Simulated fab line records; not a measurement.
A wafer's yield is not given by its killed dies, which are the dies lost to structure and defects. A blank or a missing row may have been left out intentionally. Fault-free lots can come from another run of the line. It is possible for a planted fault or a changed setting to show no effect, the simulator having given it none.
Split-lot experiment	flow n5-finfet	7 lots, 39 wafers read, on a route of 1938 steps

## THE SPLIT ITSELF
At N5_FIN_SAQP_ETCH_52 (etches SOC in N2/H2, target depth 100 nm, overetch 20 nm, time 150 s), the setting source-w was moved away from the recipe's 840 W on 12 of the 39 wafers read, by -16.8% to +13.8%. This setting was run at the recipe's value on the other wafers.

The reading comes from the split's own step.

## THE READING
rf-vpp-V, in V, at N5_FIN_SAQP_ETCH_52 (etches SOC in N2/H2, target depth 100 nm, overetch 20 nm, time 150 s). Typical for fault-free wafers on this fab line: 524.8 V, with standard deviation 2.5 V.

wafer	tool, chamber at the split	source-w as run, W	against the recipe	rf-vpp-V, V	against lot-mates on the recipe
L074.1	rie-diel-03, 3	840	recipe	522.3	-
L074.2	rie-diel-03, 0	840	recipe	522.3	-
L074.3	rie-diel-03, 2	933.3	+11.1%	509.5	-12.9
L074.4	rie-diel-03, 3	840	recipe	522.6	-
L074.5	rie-diel-03, 2	933.3	+11.1%	508.3	-14.1
L074.6	rie-diel-03, 0	933.3	+11.1%	504.3	-18.1
L075.1	rie-diel-03, 2	840	recipe	525.3	-
L075.2	rie-diel-03, 0	698.6	-16.8%	555.4	+30.8
L075.3	rie-diel-03, 3	840	recipe	521.6	-
L075.4	rie-diel-03, 0	698.6	-16.8%	556.1	+31.5
L075.5	rie-diel-03, 3	698.6	-16.8%	554.7	+30.1
L075.6	rie-diel-03, 2	840	recipe	526.8	-
L087.1	rie-diel-05, 2	840	recipe	523.4	-
L087.2	rie-diel-05, 1	840	recipe	523.6	-
L087.3	rie-diel-05, 0	840	recipe	527.9	-
L089.1	rie-diel-05, 0	840	recipe	527.1	-
L089.2	rie-diel-05, 3	840	recipe	523.6	-
L089.3	rie-diel-05, 2	840	recipe	522.8	-
L089.4	rie-diel-05, 1	840	recipe	523.1	-
L089.5	rie-diel-05, 3	840	recipe	523.3	-
L089.6	rie-diel-05, 0	840	recipe	526.3	-
L091.1	rie-diel-01, 0	840	recipe	523.9	-
L091.2	rie-diel-01, 3	840	recipe	528.6	-
L091.3	rie-diel-01, 1	840	recipe	520.5	-
L091.4	rie-diel-01, 3	840	recipe	529.1	-
L091.5	rie-diel-01, 1	840	recipe	521.2	-
L091.6	rie-diel-01, 0	840	recipe	525.7	-
L092.1	rie-diel-01, 0	840	recipe	527.4	-
L092.2	rie-diel-01, 1	882.4	+5.0%	510.0	-17.1
L092.3	rie-diel-01, 3	882.4	+5.0%	519.3	-7.8
L092.4	rie-diel-01, 0	840	recipe	526.8	-
L092.5	rie-diel-01, 1	882.4	+5.0%	512.2	-14.9
L092.6	rie-diel-01, 3	840	recipe	527.1	-
L093.1	rie-diel-03, 1	955.9	+13.8%	504.3	-17.8
L093.2	rie-diel-03, 3	840	recipe	521.3	-
L093.3	rie-diel-03, 0	840	recipe	523.4	-
L093.4	rie-diel-03, 1	955.9	+13.8%	506.4	-15.7
L093.5	rie-diel-03, 3	840	recipe	521.7	-
L093.6	rie-diel-03, 0	955.9	+13.8%	501.4	-20.7

THE FIT
A straight line over all 39 wafers: rf-vpp-V changes by -1.69 V for each +1% of source-w; r = -0.97; the points scatter about the line by 2.9 V.
The same after taking each lot's own level away (the mean of its wafers on the recipe; 39 wafers): -1.62 V for each +1%; r = -0.96; scatter 3.2 V.
That fit puts the effect of the largest move of source-w on the reading at 27 V.
Measured against the standard deviation above, the lots' own levels, which go from 522.13 to 527.10 V, span 2.0 times it.
Hence the lot-to-lot level has little effect on the slope; both slopes agree.
Check: for one of the wafers moved furthest among these (-16.8%), held out of the fit, the line's prediction against its lot-mates is +26.9 V. It came out at +30.8 V against them.
Tool readings at the split's step, against how far the setting was moved: rf-vpp-V r = -0.97.

## THE OTHER SPLITS THESE WAFERS WENT THROUGH
Before the reading, these wafers also passed through other splits. Each is held against what the fit with the lots' levels taken away leaves over:
other split on the same wafers	wafers away from the commonest value	r with rf-vpp-V (lot level and that fit taken away)
N5_WELL_APT_EXPOSE_22 dose-mj	12	+0.44
N5_FIN_SAQP_HM_DEP_72 target-thk-a	9	+0.32

## FILE'S OWN FIT
rf-vpp-V changes by -1.61 V for each +1% of source-w, r = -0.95.
